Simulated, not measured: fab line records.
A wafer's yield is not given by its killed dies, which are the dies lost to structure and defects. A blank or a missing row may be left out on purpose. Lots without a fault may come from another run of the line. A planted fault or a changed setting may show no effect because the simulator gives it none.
Commonality check across tools | flow nand harc | 45 wafers sampled across 13 lots

## WHY THIS WAS OPENED
On 2 of the 13 lots, a flag is raised at NHARC_P_M2_CD_MEAS_09 on the reading cd nm. No-fault wafers: 169.7 nm, standard deviation 0.68.
Rule: flag the lot when none of its wafers has a number, or when each of its wafers that has one lies beyond 4 standard deviations from that mean. The other lots count as sound.

lot  | measured     | on        | cd nm (nm), wafer by wafer          | flag
L300 | day 6 09:19  | cd sem-02 | 169.2 169.3 169.8                   |
L301 | day 7 00:47  | cd sem-01 | 169.3 169.1 169.5                   |
L302 | day 7 01:32  | cd sem-01 | 169.8 169.6 170.2                   |
L306 | day 8 21:00  | cd sem-02 | 170.4 169.3 171.2                   |
L307 | day 9 05:39  | cd sem-01 | 169.5 168.8 170.1                   |
L309 | day 9 23:08  | cd sem-03 | 169.0 168.7 169.5                   |
L311 | day 10 18:14 | cd sem-02 | 154.8 155.8 155.2 154.7 156.2 155.5 | FLAGGED
L313 | day 11 18:28 | cd sem-03 | 155.1 155.2 157.0 154.3 155.2 156.7 | FLAGGED
L315 | day 13 04:38 | cd sem-02 | 169.2 168.6 169.4                   |
L319 | day 14 04:04 | cd sem-02 | 170.3 169.8 171.0                   |
L320 | day 14 19:41 | cd sem-03 | 170.8 170.1 169.9                   |
L321 | day 15 10:51 | cd sem-01 | 170.2 170.3 171.3                   |
L323 | day 15 21:06 | cd sem-03 | 170.1 170.0 169.2                   |
The numbers of the flagged lots are 155.5 nm on average: -14.2 nm against the usual, or -21 standard deviations.

## WHICH TOOL RAN EACH LOT
Before the reading, the record contains 3 process steps out of a 1302-step route. Every cell lists first the tool, next ch and the chambers used by the sampled wafers, and last the start.
lot  | flag    | NHARC_P_M1_PRE_CLEAN_30                 | NHARC_P_M1_CMP_23             | NHARC_P_M2_PEB_07
L300 |         | pvd sputter-02, day 6 07:34 or earlier  | cmp-03 ch 0,1, day 6 07:34    | litho track-01 ch 0, day 6 09:14
L301 |         | pvd sputter-03, day 6 22:59 or earlier  | cmp-02 ch 0,2,3, day 6 22:59  | litho track-04 ch 0, day 7 00:42
L302 |         | pvd sputter-01, day 6 23:40 or earlier  | cmp-01 ch 0,2,3, day 6 23:40  | litho track-01 ch 0, day 7 01:28
L306 |         | pvd sputter-02, day 8 19:09 or earlier  | cmp-02 ch 0,1,2, day 8 19:09  | litho track-01 ch 0, day 8 20:55
L307 |         | pvd sputter-02, day 9 03:49 or earlier  | cmp-03 ch 0,1,2, day 9 03:49  | litho track-06 ch 0, day 9 05:34
L309 |         | pvd sputter-01, day 9 21:07 or earlier  | cmp-02 ch 0,3, day 9 21:07    | litho track-04 ch 0, day 9 23:03
L311 | FLAGGED | pvd sputter-03, day 10 16:27 or earlier | cmp-01 ch 1,2,3, day 10 16:27 | litho track-04 ch 0, day 10 18:10
L313 | FLAGGED | pvd sputter-02, day 11 16:38 or earlier | cmp-02 ch 0,2,3, day 11 16:38 | litho track-04 ch 0, day 11 18:23
L315 |         | pvd sputter-03, day 13 02:58 or earlier | cmp-02 ch 0,1,2, day 13 02:58 | litho track-01 ch 0, day 13 04:34
L319 |         | pvd sputter-02, day 14 02:16 or earlier | cmp-02 ch 0,2,3, day 14 02:16 | litho track-01 ch 0, day 14 03:59
L320 |         | pvd sputter-01, day 14 17:56 or earlier | cmp-01 ch 1,2, day 14 17:56   | litho track-06 ch 0, day 14 19:36
L321 |         | pvd sputter-01, day 15 09:01 or earlier | cmp-03 ch 1,3, day 15 09:01   | litho track-01 ch 0, day 15 10:46
L323 |         | pvd sputter-01, day 15 19:14 or earlier | cmp-03 ch 0,1,2, day 15 19:14 | litho track-04 ch 0, day 15 21:01
What these steps do:
- NHARC_P_M1_PRE_CLEAN_30: time 30 s.
- NHARC_P_M1_CMP_23: polishes, t overpolish 20 s, target thk 157.82 nm.
- NHARC_P_M2_PEB_07: peb time 65 s.
- NHARC_P_M2_CD_MEAS_09: target cd 170 nm.

## FLAGGED AGAINST TOTAL, ONE TOOL AT A TIME (gauges that did the reading follow at the end)
step                    | tool           | lots run | flagged | share of the flagged lots | sound lots run after its first flagged lot
NHARC_P_M1_PRE_CLEAN_30 | pvd sputter-01 | 5        | 0       | none                      | -
NHARC_P_M1_PRE_CLEAN_30 | pvd sputter-02 | 5        | 1       | some                      | 1 (L319)
NHARC_P_M1_PRE_CLEAN_30 | pvd sputter-03 | 3        | 1       | some                      | 1 (L315)
NHARC_P_M1_CMP_23       | cmp-01         | 3        | 1       | some                      | 1 (L320)
NHARC_P_M1_CMP_23       | cmp-02         | 6        | 1       | some                      | 2 (L315,L319)
NHARC_P_M1_CMP_23       | cmp-03         | 4        | 0       | none                      | -
NHARC_P_M2_PEB_07       | litho track-01 | 6        | 0       | none                      | -
NHARC_P_M2_PEB_07       | litho track-04 | 5        | 2       | all                       | 1 (L323)
NHARC_P_M2_PEB_07       | litho track-06 | 2        | 0       | none                      | -
NHARC_P_M2_CD_MEAS_09   | cd sem-01      | 4        | 0       | none                      | -
NHARC_P_M2_CD_MEAS_09   | cd sem-02      | 5        | 1       | some                      | 2 (L315,L319)
NHARC_P_M2_CD_MEAS_09   | cd sem-03      | 4        | 1       | some                      | 2 (L320,L323)
NHARC_P_M1_PRE_CLEAN_30: start missing for some lots; hours and lot order therefore follow NHARC_P_M1_CMP_23.

## WHAT THE TABLE ALLOWS
All flagged lots share 1 row of the table, namely litho track-04 at NHARC_P_M2_PEB_07.
- litho track-04 at NHARC_P_M2_PEB_07 ran 5 lots, 2 of them flagged. After the first flagged lot (L323), sound lots still ran on it; a lasting fault on the whole tool would not permit that. Its own readings (heater power total W, plate temp C) fall more than 4 standard deviations out on all wafers of the flagged lots.
None of the table's rows ran every flagged lot and, after the first, no sound lot.

## WHAT THE SIMULATOR HAD INSERTED
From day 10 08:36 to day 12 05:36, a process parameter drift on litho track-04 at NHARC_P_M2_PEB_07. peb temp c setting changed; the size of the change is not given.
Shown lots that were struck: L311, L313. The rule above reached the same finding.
